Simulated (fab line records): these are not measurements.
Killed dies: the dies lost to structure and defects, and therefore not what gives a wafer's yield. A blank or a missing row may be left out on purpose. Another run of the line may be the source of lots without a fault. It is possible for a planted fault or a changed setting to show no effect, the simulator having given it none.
fab line records	flow n5_finfet
[record] lots = 7	wafers = 21
route steps=1938 shown BEOL_M14@1742 BEOL_M15@1819 PASSIVATION@1910
start_h: hours from the record's first day to the start of the lot's first wafer shown	wait_h: how many hours have passed since the lot's step before this one	" same as the row above	L1.1+2: several wafers, shown together as one row	- no value present, or no start provided	* or withheld: withheld	< > ~ a bound
route shown NAME@n: a module of which the file shows steps, and the number in the route of the first	usual: mean and standard deviation over wafers with no fault	same: alike in all rows	chamber/n: place in a boat	sites: per-site readings	_std_site: the values' standard deviation	_edge_site: mean of outer sites minus mean of inner sites	radius_mm: how far each site lies from the wafer's centre	mask NAME#n: copy n	behind: the most recent tool/chamber to have shaped the wafer	hold: the reason the lot was held/the length of the hold in hours/how it ended	device: whichever transistor did not switch (one of n, p or np)	end of line: the route-end tests of the same wafers	a step with no rows: only its recipe	killed: dies that structure and defects cost at the first sort, which is not the same as the wafer's yield	map: the dies of a wafer, with x for killed, . for not killed, _ for no die there
set.NAME: the run value of the setting; set.NAME@STEP: its run value at that earlier step	model.NAME: the simulator's own value behind a step, which no gauge read
lots with deliberately changed settings; one table per step, one row per wafer
[[steps]]
[step N5_BEOL_M14_EXPOSE_25]
[recipe] mask_id = M14	na = 0.8	source_shape = annular	sigma_inner = 0.5	sigma_outer = 0.8	polarization = unpolarized	target_cd_nm = 280	dose_mj = 26.6
lot.wafer	tool	chamber	start_h	wait_h	mask	set.dose_mj
L075.2	krf_scanner-01	0	249.75	-	M14#0	27.19
L075.3+6	"	0	"	"	M14#0	26.6
L076.3+4+5	krf_scanner-02	0	270.00	-	M14#0	26.6
L080.2	krf_scanner-02	0	280.20	-	M14#0	28.07
L080.5+6	"	0	"	"	M14#0	26.6
L081.2+5+6	krf_scanner-01	0	280.54	-	M14#0	26.6
L084.3+5+6	krf_scanner-01	0	301.58	-	M14#0	26.6
L085.2+3+5	krf_scanner-02	0	317.35	-	M14#0	26.6
L093.1+3+5	krf_scanner-02	0	348.38	-	M14#0	26.6
[step N5_BEOL_M14_PEB_26]
[recipe] peb_temp_c = 130	peb_time_s = 90
[step N5_BEOL_M14_DEVELOP_27]
[recipe] develop_time_s = 45	rinse_liquid = diw	dry = air_spin	dev_temp_c = 21
[step N5_BEOL_M14_HARDBAKE_32]
[recipe] temp_c = 130	time_s = 120
[step N5_BEOL_M14_CD_MEAS_28]
[recipe] target_cd_nm = 284.4	landing_energy_ev = 500	detector = se_inlens
[usual] cd_nm = 282.6/1.9
lot.wafer	tool	chamber	start_h	wait_h	set.dose_mj@BEOL_M14_EXPOSE_25	cd_nm
L075.2	cd_sem-03	0	249.92	-	27.19	287.6
L075.3	"	0	"	"	26.6	282.6
L075.6	"	0	"	"	26.6	282.8
L076.3	cd_sem-03	0	270.16	-	26.6	283.2
L076.4	"	0	"	"	26.6	286.5
L076.5	"	0	"	"	26.6	284.6
L080.2	cd_sem-03	0	280.37	-	28.07	291.8
L080.5	"	0	"	"	26.6	285.1
L080.6	"	0	"	"	26.6	282.8
L081.2	cd_sem-02	0	280.70	-	26.6	284.8
L081.5	"	0	"	"	26.6	282.6
L081.6	"	0	"	"	26.6	285.1
L084.3	cd_sem-01	0	301.74	-	26.6	280.9
L084.5	"	0	"	"	26.6	280.6
L084.6	"	0	"	"	26.6	281.6
L085.2	cd_sem-02	0	317.52	-	26.6	280.5
L085.3	"	0	"	"	26.6	281.4
L085.5	"	0	"	"	26.6	280.7
L093.1	cd_sem-02	0	348.56	-	26.6	284.0
L093.3	"	0	"	"	26.6	281.3
L093.5	"	0	"	"	26.6	282.9
[step N5_BEOL_M14_DESCUM_33]
[recipe] chemistry = O2	time_s = 7.9	source_power_w = 50	bias_power_w = 20	pressure_mtorr = 20	rf_frequency_hz = 2.712e+07	temp_c = 40	o2_flow_sccm = 225
lot.wafer	tool	chamber	start_h	wait_h	set.dose_mj@BEOL_M14_EXPOSE_25	model.BEOL_M14.cd_nm
L075.2	rie_diel-05	0	250.11	0.1	27.19	287.8
L075.3	"	2	"	"	26.6	282.6
L075.6	"	2	"	"	26.6	282.8
L076.3	rie_diel-03	3	270.29	0.1	26.6	283.2
L076.4	"	1	"	"	26.6	286.2
L076.5	"	3	"	"	26.6	284.6
L080.2	rie_diel-05	3	280.47	0.0	28.07	292
L080.5	"	2	"	"	26.6	285.6
L080.6	"	1	"	"	26.6	283
L081.2	rie_diel-01	1	281.05	0.3	26.6	284.8
L081.5	"	1	"	"	26.6	282.6
L081.6	"	2	"	"	26.6	285.2
L084.3	rie_diel-03	1	301.82	0.0	26.6	281
L084.5	"	1	"	"	26.6	280.6
L084.6	"	2	"	"	26.6	281.6
L085.2	rie_diel-01	3	317.60	0.0	26.6	280.4
L085.3	"	2	"	"	26.6	281.4
L085.5	"	1	"	"	26.6	280.8
L093.1	rie_diel-01	0	348.67	0.1	26.6	284
L093.3	"	3	"	"	26.6	281
L093.5	"	1	"	"	26.6	283.2
[step N5_BEOL_M14_ETCH_67]
[recipe] chemistry = CF4	target = SiARC	target_depth_a = 1430	time_s = 238.3	ion_energy_ev = 80	pressure_mtorr = 40	source_w = 545	bias_w = 36	Ar_flow_sccm = 100	cf4_flow_sccm = 100	ends = cleared
lot.wafer	tool	chamber	start_h	wait_h	set.time_s@BEOL_M14_ETCH_59	model.BEOL_M14.cd_nm
L075.2	rie_diel-05	0	250.14	0.0	81.91	283.4
L075.3	"	2	"	"	67.9	278.6
L075.6	"	2	"	"	67.9	278.8
L076.3	rie_diel-03	3	270.33	0.0	67.9	278.6
L076.4	"	1	"	"	67.9	281.6
L076.5	"	3	"	"	67.9	279.8
L080.2	rie_diel-05	3	280.50	0.0	67.9	287.4
L080.5	"	2	"	"	54.03	282
L080.6	"	1	"	"	54.03	279.6
L081.2	rie_diel-01	1	281.08	0.0	72.19	279.8
L081.5	"	1	"	"	67.9	278
L081.6	"	2	"	"	72.19	281
L084.3	rie_diel-03	1	301.86	0.0	67.9	276.4
L084.5	"	1	"	"	67.9	275.8
L084.6	"	2	"	"	67.9	277
L085.2	rie_diel-01	3	317.64	0.0	75.36	276.4
L085.3	"	2	"	"	75.36	277.2
L085.5	"	1	"	"	67.9	275.8
L093.1	rie_diel-01	0	348.70	0.0	67.9	279.6
L093.3	"	3	"	"	67.9	277.2
L093.5	"	1	"	"	67.9	278
[step N5_BEOL_M14_SPUTTER_44]
[recipe] material = Ta	target_thk_a = 150	temp_c = 50	bias_v = 80	power_w = 15000	chamber_pressure_pa = 0.07	time_s = 24.19
lot.wafer	tool	chamber	start_h	wait_h	set.time_s	model.Ta_of_BEOL_M14_SPUTTER_44.thk_nm
L075.2+3	pvd_sputter-02	-	254.43	0.0	24.19	15
L075.6	"	-	"	"	22.81	14
L076.3	pvd_sputter-02	-	276.82	0.0	20.64	12.8
L076.4	"	-	"	"	24.19	15
L076.5	"	-	"	"	24.19	14.8
L080.2	pvd_sputter-02	-	281.99	0.0	24.19	15.2
L080.5+6	"	-	"	"	24.19	15
L081.2	pvd_sputter-01	-	282.43	0.0	24.19	15.6
L081.5+6	"	-	"	"	24.19	15.4
L084.3+5+6	pvd_sputter-02	-	306.18	0.0	24.19	15
L085.2	pvd_sputter-01	-	320.18	0.0	24.19	15.2
L085.3+5	"	-	"	"	24.19	15.4
L093.1+5	pvd_sputter-03	-	349.74	0.0	22.1	13.6
L093.3	"	-	"	"	24.19	15
[step N5_BEOL_M15_SPUTTER_43]
[recipe] material = TaN	target_thk_a = 150	temp_c = 50	bias_v = 168.6	power_w = 15000	chamber_pressure_pa = 0.12	time_s = 24.19
lot.wafer	tool	chamber	start_h	wait_h	set.power_w	model.TaN_of_BEOL_M15_SPUTTER_43.thk_nm
L075.2	pvd_sputter-01	-	262.34	0.0	13790	13.4
L075.3	"	-	"	"	15000	14.8
L075.6	"	-	"	"	13790	13.6
L076.3	pvd_sputter-01	-	282.79	0.0	12760	13
L076.4	"	-	"	"	12760	12.8
L076.5	"	-	"	"	15000	15
L080.2+5	pvd_sputter-01	-	288.58	0.0	13910	13.8
L080.6	"	-	"	"	15000	15
L081.2	pvd_sputter-02	-	288.63	0.0	15000	14.8
L081.5+6	"	-	"	"	16930	16.6
L084.3	pvd_sputter-01	-	312.88	0.0	15000	15
L084.5+6	"	-	"	"	15000	15.2
L085.2+5	pvd_sputter-02	-	325.78	0.0	15000	14.6
L085.3	"	-	"	"	13050	12.6
L093.1+3	pvd_sputter-03	-	361.59	0.0	15000	15.2
L093.5	"	-	"	"	12710	13
[step N5_PASSIVATION_ETCH_59]
[recipe] chemistry = Cl2/BCl3	target = TaN	target_depth_a = 650	time_s = 34.9	ion_energy_ev = 100	pressure_mtorr = 10	icp_w = 900	bias_w = 100	Cl2_flow_sccm = 60	bcl3_flow_sccm = 30
lot.wafer	tool	chamber	start_h	wait_h	set.time_s	model.etch.depth_nm
L075.2	rie_metal-03	0	273.37	0.3	27.45	51.01
L075.3	"	0	"	"	34.9	65.26
L075.6	"	0	"	"	27.45	51.47
L076.3	rie_metal-03	0	295.83	0.2	34.9	65.78
L076.4	"	1	"	"	34.9	64.52
L076.5	"	0	"	"	29.61	55.43
L080.2	rie_metal-01	1	300.56	0.3	34.9	67.73
L080.5	"	1	"	"	42.69	82.81
L080.6	"	0	"	"	42.69	78.06
L081.2	rie_metal-01	0	303.08	0.3	34.9	63.91
L081.5	"	1	"	"	34.9	67.34
L081.6	"	0	"	"	34.9	64.01
L084.3	rie_metal-02	0	323.87	0.2	34.9	64.12
L084.5	"	0	"	"	34.9	64.59
L084.6	"	1	"	"	34.9	67.46
L085.2	rie_metal-02	1	337.06	0.3	34.9	67.44
L085.3	"	1	"	"	32.46	63.1
L085.5	"	1	"	"	34.9	67.72
L093.1	rie_metal-02	1	372.34	0.3	40.08	77.73
L093.3	"	0	"	"	34.9	64.59
L093.5	"	0	"	"	34.9	64.54
[step N5_PASSIVATION_EXPOSE_41]
[recipe] mask_id = PASS_OPEN	na = 0.55	defocus_nm = 0	source_shape = conventional	sigma_outer = 0.8	polarization = unpolarized	target_cd_nm = 40000	dose_mj = 57.25
lot.wafer	tool	chamber	start_h	wait_h	mask	set.dose_mj
L075.2+6	krf_scanner-02	0	274.36	-	PASS_OPEN#0	61.3
L075.3	"	0	"	"	PASS_OPEN#0	57.25
L076.3	krf_scanner-02	0	296.94	-	PASS_OPEN#0	53.76
L076.4+5	"	0	"	"	PASS_OPEN#0	57.25
L080.2+5+6	krf_scanner-01	0	301.81	-	PASS_OPEN#0	57.25
L081.2+5+6	krf_scanner-01	0	304.18	-	PASS_OPEN#0	57.25
L084.3+5+6	krf_scanner-02	0	324.84	-	PASS_OPEN#0	57.25
L085.2+3	krf_scanner-01	0	338.06	-	PASS_OPEN#0	55.01
L085.5	"	0	"	"	PASS_OPEN#0	57.25
L093.1+3+5	krf_scanner-02	0	373.50	-	PASS_OPEN#0	57.25
[step N5_PASSIVATION_PEB_42]
[recipe] peb_temp_c = withheld	peb_time_s = *
[step N5_PASSIVATION_DEVELOP_43]
[recipe] develop_time_s = 60	rinse_liquid = diw	dry = air_spin	dev_temp_c = 21
[step N5_PASSIVATION_HARDBAKE_45]
[recipe] temp_c = 130	time_s = 120
[step N5_PASSIVATION_CD_MEAS_44]
[recipe] target_cd_nm = 40000	landing_energy_ev = 500	detector = se_inlens
[usual] cd_nm = 40000/4.7
lot.wafer	tool	chamber	start_h	wait_h	set.dose_mj@PASSIVATION_EXPOSE_41	cd_nm
L075.2	cd_sem-03	0	274.53	-	61.3	40027
L075.3	"	0	"	"	57.25	40002
L075.6	"	0	"	"	61.3	40025
L076.3	cd_sem-02	0	297.11	-	53.76	39983
L076.4	"	0	"	"	57.25	40007
L076.5	"	0	"	"	57.25	40003
L080.2	cd_sem-01	0	301.99	-	57.25	39999
L080.5	"	0	"	"	57.25	40001
L080.6	"	0	"	"	57.25	40000
L081.2	cd_sem-03	0	304.36	-	57.25	40002
L081.5	"	0	"	"	57.25	40002
L081.6	"	0	"	"	57.25	40000
L084.3	cd_sem-01	0	325.01	-	57.25	39999
L084.5	"	0	"	"	57.25	39998
L084.6	"	0	"	"	57.25	40002
L085.2	cd_sem-01	0	338.23	-	55.01	39986
L085.3	"	0	"	"	55.01	39985
L085.5	"	0	"	"	57.25	40008
L093.1	cd_sem-02	0	373.68	-	57.25	40000
L093.3	"	0	"	"	57.25	40001
L093.5	"	0	"	"	57.25	40001
[[key]]
[split] step = N5_BEOL_M14_EXPOSE_25	setting = dose_mj	stated = 26.6	by = wafer
[response] step = N5_BEOL_M14_CD_MEAS_28	reading = cd_nm	change = +1.53	per = 1%	r = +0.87
[response] step = N5_BEOL_M14_DESCUM_33	reading = model.BEOL_M14.cd_nm	change = +1.52	per = 1%	r = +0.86
[split] step = N5_BEOL_M14_SPUTTER_44	setting = time_s	stated = 24.19	by = wafer
[response] step = N5_BEOL_M14_SPUTTER_44	reading = model.Ta_of_BEOL_M14_SPUTTER_44.thk_nm	change = +0.151	per = 1%	r = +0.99
[split] step = N5_BEOL_M15_SPUTTER_43	setting = power_w	stated = 15000	by = wafer
[response] step = N5_BEOL_M15_SPUTTER_43	reading = model.TaN_of_BEOL_M15_SPUTTER_43.thk_nm	change = +0.147	per = 1%	r = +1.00
[split] step = N5_PASSIVATION_ETCH_59	setting = time_s	stated = 34.9	by = wafer
[response] step = N5_PASSIVATION_ETCH_59	reading = model.etch.depth_nm	change = +0.659	per = 1%	r = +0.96
[split] step = N5_PASSIVATION_EXPOSE_41	setting = dose_mj	stated = 57.25	by = wafer
[response] step = N5_PASSIVATION_CD_MEAS_44	reading = cd_nm	change = +3.87	per = 1%	r = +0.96
split outside_this_file step=N5_BEOL_M14_ETCH_59 setting=time_s
// split outside_this_file: this setting was split too, and the file shows its column; the key of that split is in another file
